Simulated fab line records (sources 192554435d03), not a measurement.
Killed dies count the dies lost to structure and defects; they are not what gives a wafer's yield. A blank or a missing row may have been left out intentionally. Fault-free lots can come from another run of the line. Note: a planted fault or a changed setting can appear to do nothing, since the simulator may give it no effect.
fab line records	flow n5_finfet	part 1 of 2: steps 1 to 18 of 28
[record] lots = 5	wafers = 15	last_day = 13
route steps=1938 shown BEOL_M10@1506
lots that met no fault: taken from a fault-free run of the same line
start_h: hours from the record's opening day to when the first of the lot's shown wafers began	wait_h: hours from the lot's prior step to this one	" repeats the value in the row above	L1.1+2: several wafers, shown together as one row	- no value, or no start given	* or withheld: withheld	< > ~ a bound
route shown NAME@n: a module of which the file shows steps, and the number in the route of the first	usual: mean/standard deviation taken from wafers without a fault	same: alike in all rows	chamber/n: place in a boat	sites: readings site by site	_std_site: how widely they spread, as a standard deviation	_edge_site: the outer-site mean with the inner-site mean subtracted	radius_mm: how far each site lies from the wafer's centre	mask NAME#n: copy n	behind: the most recent tool/chamber to have shaped the wafer	hold: reason for holding the lot/hours on hold/outcome of the hold	device: the n, p or np transistor that did not switch	end of line: tests of these same wafers at the route's end	step lacking rows: just its recipe	killed: not the wafer's yield, but the dies lost to structure and defects at the first sort	map: the dies of a wafer, with x for killed, . for not killed, _ for no die there
set.NAME: setting as actually run; set.NAME@STEP: the setting as run at that earlier step	model.NAME: the simulator's own value behind a step, which no gauge read
lots at selected steps of the route; one table per step, one row per wafer
services: the hour from which a tool's chamber was out of use, counted from the record's first day as start_h (under 0 if before that day), plus the number of hours and why
[[steps]]
[step N5_BEOL_M10_ETCH_65]
[recipe] chemistry = CF4	target = SiARC	target_depth_a = 390	mask_material = CAR-ArF	time_s = 65	ion_energy_ev = 80	pressure_mtorr = 40	source_w = 545	bias_w = 36	Ar_flow_sccm = 100	cf4_flow_sccm = 100	ends = cleared
[usual] drypump_motor_current_A = 5.7/0.39	etch_rf_on_time_s = 64.1/1.9	oes_product_au = 0.69/0.091	rf_fwd_power_W = 537.9/2	rf_vpp_V = 183.9/1.2	showerhead_plenum_p_Torr = 2.14/0.068	throttle_valve_pct = 15.70/0.23
lot.wafer	tool	chamber	start_h	wait_h	drypump_motor_current_A	etch_rf_on_time_s	oes_product_au	rf_fwd_power_W	rf_hours_counter_h	rf_vpp_V	showerhead_plenum_p_Torr	throttle_valve_pct
L074.1	rie_diel-04	0	205.73	0.0	6.1	64.8	0.66	537.3	116	182.9	2.08	15.64
L074.5	"	2	"	"	6.4	66.5	0.61	539.5	-	182.4	2.04	15.63
L074.6	"	3	"	"	5.7	64.8	0.61	536.8	-	184.8	2.14	16.00
L080.2	rie_diel-04	3	235.93	0.0	5.6	65.6	0.60	534.7	220	184.3	2.13	16.04
L080.3	"	0	"	"	6.1	66.4	0.65	537.5	125	181.9	2.07	15.66
L080.6	"	0	"	"	6.1	66.5	0.65	538.9	-	183.7	2.07	15.66
L079.1	rie_diel-02	1	238.09	0.0	5.6	63.3	0.60	538.6	222	185.0	2.21	15.98
L079.2	"	3	"	"	5.7	63.8	0.70	537.3	78	185.4	2.24	15.47
L079.4	"	2	"	"	5.0	65.7	0.60	538.7	221	184.1	2.13	15.86
L078.2	rie_diel-06	0	238.48	0.0	5.9	61.0	0.86	537.0	8	183.7	2.17	15.26
L078.4	"	2	"	"	5.2	63.6	0.61	542.4	-	183.4	2.03	15.91
L078.5	"	3	"	"	5.9	65.2	0.82	533.5	-	183.1	2.10	15.74
L082.3	rie_diel-06	3	259.77	0.0	5.9	65.5	0.79	535.3	12	183.6	2.10	15.75
L082.5	"	1	"	"	6.1	62.7	0.84	538.8	-	185.0	2.20	15.50
L082.6	"	0	"	"	6.0	60.6	0.83	538.5	-	184.0	2.16	15.28
[step N5_BEOL_M10_ETCH_66]
[recipe] chemistry = N2/H2	target = SOC	target_depth_a = 1200	overetch_a = 240	mask_material = SiARC	temp_c = 40	time_s = 180	ion_energy_ev = 200	pressure_mtorr = 30	source_w = 840	bias_w = 150	n2_flow_sccm = 200	h2_flow_sccm = 200
[usual] drypump_motor_current_A = 5.7/0.39	oes_product_au = 0.65/0.078	rf_fwd_power_W = 836.6/2.5	rf_vpp_V = 523.7/2.5	showerhead_plenum_p_Torr = 2.53/0.085	throttle_valve_pct = 17.88/0.2
lot.wafer	tool	chamber	start_h	wait_h	drypump_motor_current_A	oes_product_au	rf_fwd_power_W	rf_hours_counter_h	rf_vpp_V	showerhead_plenum_p_Torr	throttle_valve_pct
L074.1	rie_diel-04	0	205.78	0.0	6.2	0.63	831.4	116	520.9	2.44	17.67
L074.5	"	2	"	"	6.4	0.58	835.0	-	521.2	2.43	17.83
L074.6	"	3	"	"	5.7	0.58	831.2	-	523.1	2.51	18.11
L080.2	rie_diel-04	3	235.98	0.0	5.7	0.57	834.5	220	522.9	2.51	18.12
L080.3	"	0	"	"	6.1	0.62	833.3	125	520.3	2.44	17.71
L080.6	"	0	"	"	6.2	0.62	836.0	-	520.2	2.44	17.68
L079.1	rie_diel-02	1	238.14	0.0	5.6	0.57	842.7	222	525.6	2.63	18.12
L079.2	"	3	"	"	5.7	0.66	834.7	78	527.8	2.67	17.78
L079.4	"	2	"	"	5.0	0.57	838.2	221	522.9	2.50	17.92
L078.2	rie_diel-06	0	238.53	0.0	6.0	0.77	838.0	8	525.2	2.57	17.50
L078.4	"	2	"	"	5.3	0.57	836.5	-	520.5	2.40	18.11
L078.5	"	3	"	"	5.9	0.78	834.2	-	522.0	2.49	17.95
L082.3	rie_diel-06	3	259.82	0.0	6.0	0.75	832.4	12	523.2	2.49	17.94
L082.5	"	1	"	"	6.1	0.78	837.5	-	527.1	2.59	17.62
L082.6	"	0	"	"	5.9	0.76	835.9	-	525.1	2.57	17.53
[step N5_BEOL_M10_STRIP_69]
[recipe] chemistry = N2/H2	temp_c = 40	n2_flow_sccm = 200	h2_flow_sccm = 200	rf_frequency_hz = 6e+07
lot.wafer	tool	chamber	start_h	wait_h
L074.1+5+6	rie_diel-04	0,2,3	205.89	0.1
L080.2+3+6	rie_diel-04	3,0,0	236.09	0.1
L079.1+2+4	rie_diel-02	1,3,2	238.25	0.1
L078.2+4+5	rie_diel-06	0,2,3	238.64	0.1
L082.3+5+6	rie_diel-06	3,1,0	259.93	0.1
[step N5_BEOL_M10_VIA_ETCH_34]
[recipe] chemistry = C4F6/O2	target = SiCOH_lowk	target_depth_a = 1845	mask_material = SOC	taper_deg = 4	time_s = 69.2	ion_energy_ev = 250	pressure_mtorr = 30	source_w = 345	bias_w = 185	Ar_flow_sccm = 300	C4F6_flow_sccm = 10	O2_flow_sccm = 10
[usual] O2_flow_sccm = 10.00/0.032	drypump_motor_current_A = 5.7/0.39	oes_product_au = 0.81/0.1	rf_fwd_power_W = 342.3/1.1	rf_vpp_V = 661/8.6	showerhead_plenum_p_Torr = 2.85/0.092	throttle_valve_pct = 21.06/0.21
lot.wafer	tool	chamber	start_h	wait_h	O2_flow_sccm	drypump_motor_current_A	oes_product_au	rf_fwd_power_W	rf_hours_counter_h	rf_vpp_V	showerhead_plenum_p_Torr	throttle_valve_pct
L074.1	rie_diel-04	0	205.90	0.0	10.00	6.1	0.78	344.0	116	666	2.76	20.98
L074.5	"	2	"	"	9.98	6.4	0.73	342.6	-	663	2.72	20.88
L074.6	"	3	"	"	9.98	5.7	0.71	341.6	-	676	2.84	21.27
L080.2	rie_diel-04	3	236.10	0.0	9.93	5.7	0.70	342.4	220	676	2.83	21.28
L080.3	"	0	"	"	9.97	6.2	0.75	343.6	125	667	2.76	20.97
L080.6	"	0	"	"	9.99	6.2	0.76	343.4	-	666	2.76	20.99
L079.1	rie_diel-02	1	238.26	0.0	10.02	5.6	0.71	344.6	222	634	2.93	21.21
L079.2	"	3	"	"	9.96	5.8	0.81	340.5	78	655	2.98	20.86
L079.4	"	2	"	"	9.99	5.0	0.70	343.4	221	656	2.83	21.10
L078.2	rie_diel-06	0	238.65	0.0	10.05	6.0	0.99	341.2	8	657	2.89	20.69
L078.4	"	2	"	"	9.99	5.3	0.71	342.8	-	655	2.73	21.36
L078.5	"	3	"	"	10.03	5.9	0.97	340.4	-	662	2.81	21.24
L082.3	rie_diel-06	3	259.94	0.0	10.02	5.9	0.92	340.7	12	663	2.81	21.27
L082.5	"	1	"	"	10.00	6.1	0.98	342.5	-	660	2.92	20.92
L082.6	"	0	"	"	9.99	5.9	0.95	341.2	-	654	2.89	20.72
[step N5_BEOL_M10_STRIP_73]
[recipe] chemistry = C4F6/O2	resist = SiARC	rf_frequency_hz = 6e+07
lot.wafer	tool	chamber	start_h	wait_h
L074.1+5+6	rie_diel-04	0,2,3	205.96	0.0
L080.2+3+6	rie_diel-04	3,0,0	236.15	0.0
L079.1+2+4	rie_diel-02	1,3,2	238.31	0.0
L078.2+4+5	rie_diel-06	0,2,3	238.71	0.0
L082.3+5+6	rie_diel-06	3,1,0	259.99	0.0
[step N5_BEOL_M10_STRIP_36]
[recipe] chemistry = N2/H2	power_w = 450	temp_c = 40	pressure_mtorr = 20	rf_frequency_hz = 6e+07	overash_fraction = 0.3	bias_power_w = 7	h2_frac = 0.5	n2_flow_sccm = 200	h2_flow_sccm = 200
[usual] drypump_motor_current_A = 5.7/0.39	oes_product_au = 0.80/0.1	rf_vpp_V = 59.1/2	showerhead_plenum_p_Torr = 2.53/0.085	throttle_valve_pct = 23.68/0.2
lot.wafer	tool	chamber	start_h	wait_h	drypump_motor_current_A	oes_product_au	rf_hours_counter_h	rf_vpp_V	showerhead_plenum_p_Torr	throttle_valve_pct
L074.1	rie_diel-04	0	205.97	0.0	6.1	0.77	116	57.3	2.43	23.39
L074.5	"	2	"	"	6.4	0.72	-	63.1	2.43	23.54
L074.6	"	3	"	"	5.7	0.71	-	61.0	2.51	23.90
L080.2	rie_diel-04	3	236.16	0.0	5.6	0.71	220	59.7	2.51	23.92
L080.3	"	0	"	"	6.2	0.76	125	57.9	2.43	23.43
L080.6	"	0	"	"	6.2	0.77	-	57.2	2.43	23.37
L079.1	rie_diel-02	1	238.32	0.0	5.6	0.71	222	59.6	2.62	23.78
L079.2	"	3	"	"	5.8	0.81	78	57.6	2.67	23.69
L079.4	"	2	"	"	5.0	0.70	221	57.6	2.50	23.72
L078.2	rie_diel-06	0	238.72	0.0	6.0	0.98	8	58.6	2.56	23.38
L078.4	"	2	"	"	5.3	0.70	-	59.0	2.40	23.91
L078.5	"	3	"	"	5.9	0.98	-	58.8	2.49	23.70
L082.3	rie_diel-06	3	260.00	0.0	5.9	0.94	12	59.8	2.49	23.75
L082.5	"	1	"	"	6.1	0.98	-	58.7	2.59	23.44
L082.6	"	0	"	"	5.9	0.94	-	56.7	2.56	23.41
[step N5_BEOL_M10_TRENCH_ETCH_37]
[recipe] chemistry = C4F6/O2	target_depth_a = 1488.3	target = SiCOH_lowk	time_s = 48	ion_energy_ev = 250	pressure_mtorr = 30	source_w = 345	bias_w = 185	Ar_flow_sccm = 300	C4F6_flow_sccm = 10	O2_flow_sccm = 10
[usual] O2_flow_sccm = 10.00/0.03	drypump_motor_current_A = 5.7/0.39	oes_product_au = 0.81/0.11	rf_fwd_power_W = 340.9/1.3	rf_vpp_V = 661/8.7	showerhead_plenum_p_Torr = 2.85/0.092	throttle_valve_pct = 21.09/0.21
lot.wafer	tool	chamber	start_h	wait_h	O2_flow_sccm	drypump_motor_current_A	oes_product_au	rf_fwd_power_W	rf_hours_counter_h	rf_vpp_V	showerhead_plenum_p_Torr	throttle_valve_pct
L074.1	rie_diel-04	0	-	-	9.96	6.1	0.77	340.8	116	666	2.76	21.01
L074.5	"	2	"	"	9.98	6.4	0.72	340.8	-	663	2.72	20.88
L074.6	"	3	"	"	9.98	5.7	0.71	341.4	-	676	2.84	21.30
L080.2	rie_diel-04	3	-	-	10.00	5.7	0.71	340.5	220	676	2.83	21.31
L080.3	"	0	"	"	10.01	6.1	0.76	341.1	125	667	2.76	21.02
L080.6	"	0	"	"	9.97	6.1	0.76	340.0	-	667	2.76	21.03
L079.1	rie_diel-02	1	-	-	10.01	5.5	0.70	342.9	222	635	2.93	21.24
L079.2	"	3	"	"	10.01	5.7	0.82	338.4	78	656	2.98	20.86
L079.4	"	2	"	"	10.01	5.0	0.70	342.7	221	657	2.83	21.11
L078.2	rie_diel-06	0	-	-	10.02	6.0	1.00	340.2	8	657	2.89	20.72
L078.4	"	2	"	"	10.00	5.3	0.71	342.4	-	655	2.73	21.38
L078.5	"	3	"	"	10.02	5.9	0.96	339.1	-	662	2.81	21.28
L082.3	rie_diel-06	3	-	-	9.97	5.9	0.94	340.1	12	664	2.81	21.26
L082.5	"	1	"	"	10.04	6.1	0.98	341.0	-	660	2.92	20.93
L082.6	"	0	"	"	10.01	6.0	0.97	341.4	-	657	2.89	20.74
[step N5_BEOL_M10_ETCH_41]
[recipe] chemistry = CH3F/O2	target = SiCN	target_depth_a = 426	taper_deg = 2	time_s = 86	ion_energy_ev = 120	mask_material = TiN	pressure_mtorr = 30	source_w = 395	bias_w = 75	Ar_flow_sccm = 150	CH3F_flow_sccm = 30	O2_flow_sccm = 20
[usual] CH3F_flow_sccm = 30.00/0.095	O2_flow_sccm = 20.01/0.06	drypump_motor_current_A = 5.7/0.39	oes_product_au = 0.81/0.11	rf_fwd_power_W = 392.2/1.3	rf_vpp_V = 297.3/1.6	showerhead_plenum_p_Torr = 2.00/0.068	throttle_valve_pct = 16.44/0.21
lot.wafer	tool	chamber	start_h	wait_h	CH3F_flow_sccm	O2_flow_sccm	drypump_motor_current_A	oes_product_au	rf_fwd_power_W	rf_hours_counter_h	rf_vpp_V	showerhead_plenum_p_Torr	throttle_valve_pct
L074.1	rie_diel-04	0	-	-	30.01	20.16	6.1	0.78	392.0	116	295.4	1.94	16.39
L074.5	"	2	"	"	29.89	19.92	6.3	0.73	394.7	-	295.7	1.90	16.32
L074.6	"	3	"	"	30.01	20.12	5.6	0.72	392.8	-	296.4	1.99	16.66
L080.2	rie_diel-04	3	-	-	30.17	20.04	5.7	0.71	389.5	220	296.4	1.99	16.67
L080.3	"	0	"	"	29.93	19.89	6.1	0.76	393.6	125	296.6	1.94	16.38
L080.6	"	0	"	"	29.95	20.04	6.1	0.76	391.5	-	295.5	1.94	16.37
L079.1	rie_diel-02	1	-	-	29.87	20.10	5.5	0.70	393.4	222	298.5	2.07	16.68
L079.2	"	3	"	"	29.90	20.09	5.7	0.82	391.9	78	299.6	2.10	16.24
L079.4	"	2	"	"	29.94	19.90	5.0	0.70	392.5	221	297.3	1.99	16.50
L078.2	rie_diel-06	0	-	-	29.91	20.04	6.0	0.99	390.6	8	299.8	2.03	16.02
L078.4	"	2	"	"	29.95	20.04	5.3	0.70	391.3	-	293.7	1.91	16.71
L078.5	"	3	"	"	30.03	19.96	5.9	0.97	391.7	-	295.8	1.97	16.54
L082.3	rie_diel-06	3	-	-	29.94	20.02	5.9	0.93	390.5	12	297.0	1.97	16.54
L082.5	"	1	"	"	30.05	20.08	6.1	0.97	394.2	-	298.8	2.06	16.24
L082.6	"	0	"	"	30.02	19.98	6.0	0.96	394.5	-	299.0	2.03	16.07
[step N5_BEOL_M10_STRIP_77]
[recipe] chemistry = N2/H2	time_s = 10	power_w = 450	temp_c = 40	pressure_mtorr = 20	rf_frequency_hz = 6e+07	bias_power_w = 7	n2_flow_sccm = 200	h2_flow_sccm = 200
[usual] drypump_motor_current_A = 5.7/0.39	oes_product_au = 0.81/0.1	rf_vpp_V = 59.2/0.89	showerhead_plenum_p_Torr = 2.53/0.085	throttle_valve_pct = 23.68/0.2
lot.wafer	tool	chamber	start_h	wait_h	drypump_motor_current_A	oes_product_au	rf_hours_counter_h	rf_vpp_V	showerhead_plenum_p_Torr	throttle_valve_pct
L074.1	rie_diel-04	0	-	-	6.1	0.77	116	59.0	2.44	23.41
L074.5	"	2	"	"	6.4	0.72	-	56.9	2.43	23.55
L074.6	"	3	"	"	5.7	0.73	-	59.3	2.51	23.88
L080.2	rie_diel-04	3	-	-	5.7	0.71	220	59.3	2.50	23.92
L080.3	"	0	"	"	6.2	0.77	125	58.2	2.43	23.41
L080.6	"	0	"	"	6.2	0.77	-	60.3	2.43	23.41
L079.1	rie_diel-02	1	-	-	5.5	0.71	222	58.6	2.62	23.82
L079.2	"	3	"	"	5.8	0.81	78	59.6	2.67	23.71
L079.4	"	2	"	"	5.0	0.70	221	59.0	2.50	23.68
L078.2	rie_diel-06	0	-	-	5.9	0.96	8	59.5	2.57	23.39
L078.4	"	2	"	"	5.3	0.70	-	56.7	2.40	23.90
L078.5	"	3	"	"	6.0	0.97	-	57.7	2.49	23.71
L082.3	rie_diel-06	3	-	-	5.9	0.93	12	58.0	2.49	23.72
L082.5	"	1	"	"	6.1	0.98	-	59.9	2.59	23.42
L082.6	"	0	"	"	6.0	0.94	-	59.4	2.56	23.41
[step N5_BEOL_M10_OCD_MEAS_38]
[usual] trench_depth_nm = 150/3.7
lot.wafer	tool	chamber	start_h	wait_h	trench_depth_nm
L074.1	ocd-01	-	206.19	-	148
L074.5	"	-	"	"	146
L074.6	"	-	"	"	148
L080.2	ocd-02	-	236.39	-	148
L080.3	"	-	"	"	147
L080.6	"	-	"	"	148
L079.1	ocd-02	-	238.54	-	149
L079.2	"	-	"	"	150
L079.4	"	-	"	"	147
L078.2	ocd-01	-	238.94	-	157
L078.4	"	-	"	"	151
L078.5	"	-	"	"	149
L082.3	ocd-02	-	260.23	-	150
L082.5	"	-	"	"	153
L082.6	"	-	"	"	155
[step N5_BEOL_M10_HM_STRIP_39]
[recipe] chemistry = peroxide_tin_strip	material = TiN	target_depth_a = 250	temp_c = 50	time_s = 158
lot.wafer	tool	chamber	start_h	wait_h
L074.1+5+6	wet_bench-06	0,2,7	206.22	0.0
L080.2+3+6	wet_bench-02	6,5,7	236.42	0.0
L079.1+2+4	wet_bench-06	5,1,4	238.58	0.0
L078.2+4+5	wet_bench-03	7,4,1	238.97	0.0
L082.3+5+6	wet_bench-02	4,3,2	260.26	0.0
[step N5_BEOL_M10_SRD_40]
[recipe] time_s = 30	temp_c = 23	rinse_liquid = diw	dry = ipa_marangoni
lot.wafer	tool	chamber	start_h	wait_h
L074.1+5+6	wet_bench-06	0,2,7	206.27	0.0
L080.2+3+6	wet_bench-02	6,5,7	236.46	0.0
L079.1+2+4	wet_bench-06	5,1,4	238.62	0.0
L078.2+4+5	wet_bench-03	7,4,1	239.02	0.0
L082.3+5+6	wet_bench-02	4,3,2	260.31	0.0
[step N5_BEOL_M10_PRECLEAN_42]
[recipe] chemistry = residue_remover	time_s = 60	temp_c = 40
lot.wafer	tool	chamber	start_h	wait_h
L074.1+5+6	wet_bench-06	0,2,7	206.29	0.0
L080.2+3+6	wet_bench-02	6,5,7	236.48	0.0
L079.1+2+4	wet_bench-06	5,1,4	238.64	0.0
L078.2+4+5	wet_bench-03	7,4,1	239.04	0.0
L082.3+5+6	wet_bench-02	4,3,2	260.32	0.0
[step N5_BEOL_M10_SRD_43]
[recipe] time_s = 30	temp_c = 23	rinse_liquid = diw	dry = ipa_marangoni
lot.wafer	tool	chamber	start_h	wait_h
L074.1+5+6	wet_bench-06	0,2,7	206.30	0.0
L080.2+3+6	wet_bench-02	6,5,7	236.50	0.0
L079.1+2+4	wet_bench-06	5,1,4	238.66	0.0
L078.2+4+5	wet_bench-03	7,4,1	239.05	0.0
L082.3+5+6	wet_bench-02	4,3,2	260.34	0.0
[step N5_BEOL_M10_CD_MEAS_35]
[recipe] target_cd_nm = 70	polarity = opening
[usual] cd_nm = 70.0/0.64
lot.wafer	tool	chamber	start_h	wait_h	cd_nm
L074.1	cd_sem-02	-	206.34	0.0	70.3
L074.5	"	-	"	"	69.3
L074.6	"	-	"	"	69.7
L080.2	cd_sem-03	-	236.54	0.0	69.0
L080.3	"	-	"	"	68.9
L080.6	"	-	"	"	68.2
L079.1	cd_sem-03	-	238.70	0.0	69.8
L079.2	"	-	"	"	69.9
L079.4	"	-	"	"	69.1
L078.2	cd_sem-01	-	239.09	0.0	70.4
L078.4	"	-	"	"	70.4
L078.5	"	-	"	"	72.1
L082.3	cd_sem-01	-	260.38	0.0	70.7
L082.5	"	-	"	"	69.7
L082.6	"	-	"	"	70.9
[step N5_BEOL_M10_CURE_72]
[recipe] temp_c = 370	time_s = 120	ambient = DMADMS/He	material = SiCOH_lowk
[usual] lamp_power_pct = 52.32/0.059	wafer_temp_C_max = 371.9/0.76
lot.wafer	tool	chamber	start_h	wait_h	lamp_power_pct	wafer_temp_C_max
L074.1	uv_cure-03	0	206.39	0.0	52.23	371.3
L074.5	"	0	"	"	52.23	370.9
L074.6	"	0	"	"	52.29	370.8
L080.2	uv_cure-01	1	236.63	0.1	52.44	371.0
L080.3	"	1	"	"	52.28	371.3
L080.6	"	1	"	"	52.28	371.8
L079.1	uv_cure-01	0	238.74	0.0	52.33	370.9
L079.2	"	0	"	"	52.38	371.2
L079.4	"	0	"	"	52.32	370.7
L078.2	uv_cure-01	1	239.18	0.1	52.37	371.1
L078.4	"	1	"	"	52.27	370.8
L078.5	"	1	"	"	52.27	371.4
L082.3	uv_cure-03	2	260.52	0.1	52.20	372.4
L082.5	"	2	"	"	52.30	373.5
L082.6	"	2	"	"	52.37	372.1
[step N5_BEOL_M10_DEGAS_44]
[recipe] ambient = vacuum	temp_c = 250	time_s = 60
[usual] heater_power_w = 334/25
lot.wafer	tool	chamber	start_h	wait_h	heater_power_w
L074.1	pvd_sputter-01	-	208.53	2.0	346
L074.5	"	-	"	"	365
L074.6	"	-	"	"	342
L080.2	pvd_sputter-03	-	236.90	0.2	303
L080.3	"	-	"	"	359
L080.6	"	-	"	"	353
L079.1	pvd_sputter-03	-	240.76	2.0	345
L079.2	"	-	"	"	350
L079.4	"	-	"	"	300
L078.2	pvd_sputter-03	-	240.96	1.7	303
L078.4	"	-	"	"	357
L078.5	"	-	"	"	367
L082.3	pvd_sputter-01	-	260.78	0.2	330
L082.5	"	-	"	"	363
L082.6	"	-	"	"	351
[step N5_BEOL_M10_PRE_CLEAN_45]
[recipe] gas = H2/He	time_s = 30	temp_c = 250
[usual] heater_power_w = 335/25
lot.wafer	tool	chamber	start_h	wait_h	heater_power_w
L074.1	pvd_sputter-01	-	208.57	0.0	344
L074.5	"	-	"	"	361
L074.6	"	-	"	"	342
L080.2	pvd_sputter-03	-	236.94	0.0	307
L080.3	"	-	"	"	370
L080.6	"	-	"	"	351
L079.1	pvd_sputter-03	-	240.80	0.0	331
L079.2	"	-	"	"	349
L079.4	"	-	"	"	317
L078.2	pvd_sputter-03	-	241.00	0.0	311
L078.4	"	-	"	"	361
L078.5	"	-	"	"	358
L082.3	pvd_sputter-01	-	260.82	0.0	323
L082.5	"	-	"	"	356
L082.6	"	-	"	"	347
